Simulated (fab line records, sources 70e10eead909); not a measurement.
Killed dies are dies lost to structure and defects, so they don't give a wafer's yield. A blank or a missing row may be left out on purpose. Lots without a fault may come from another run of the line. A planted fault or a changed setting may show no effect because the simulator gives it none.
One fault seen from 2 desks | flow nand_harc | each desk has only its own numbers; what lay behind them comes last

THE TOOL OWNER'S DESK: pvd_sputter-01
The tool's own readings at NHARC_P_BONDPAD_PVD_17 (deposits TaN, target thk 5 nm, time 8.06 s): means of the sampled wafers that have a number, for each lot that ran on this tool. A lot is out of limits, marked OUT, if its mean lies more than 4 standard deviations from the usual mean; the brackets give that distance.
Columns: A = substrate_temp_c at NHARC_P_BONDPAD_PVD_17, usual 50.00 C; B = throttle_valve_pct at NHARC_P_BONDPAD_PVD_17, usual 30.4 %
lot  | first seen here | A     | B
L204 | day 11 00:28    | 49.93 | 30.4
L212 | day 13 23:01    | 49.86 | 30.6
L215 | day 15 12:58    | 49.98 | 30.1
This desk's finding: nothing out of limits on any of the 3 lots.

THE METROLOGY DESK
What the gauges read, lot by lot, whatever tool the lot ran on: means of the sampled wafers that have a number. A lot is out of limits, marked OUT, if its mean lies more than 4 standard deviations from the usual mean; the brackets give that distance.
Columns: A = cd_nm at NHARC_P_BONDPAD_CD_MEAS_09, usual 499.6 nm; B = overlay_x_nm at NHARC_P_BONDPAD_OVL_MEAS_38, usual -1 nm; C = overlay_y_nm at NHARC_P_BONDPAD_OVL_MEAS_38, usual 0 nm; D = cd_nm at NHARC_P_BONDPAD_CD_MEAS_13, usual 499.2 nm
lot  | first seen here | A     | B  | C   | D
L196 | day 7 10:08     | 503.0 | -7 | 2   | 502.0
L204 | day 10 23:05    | 500.0 | 14 | -2  | 499.8
L210 | day 13 08:56    | 499.7 | -5 | -7  | 499.4
L212 | day 13 21:41    | 501.7 | 6  | 0   | 500.7
L215 | day 15 11:43    | 501.2 | -2 | -10 | 500.8
This desk's finding: nothing out of limits on any of the 5 lots.

PUT TOGETHER
The tool owner's desk saw nothing out of limits.
The metrology desk saw nothing out of limits.

WHAT THE SIMULATOR HAD PUT IN
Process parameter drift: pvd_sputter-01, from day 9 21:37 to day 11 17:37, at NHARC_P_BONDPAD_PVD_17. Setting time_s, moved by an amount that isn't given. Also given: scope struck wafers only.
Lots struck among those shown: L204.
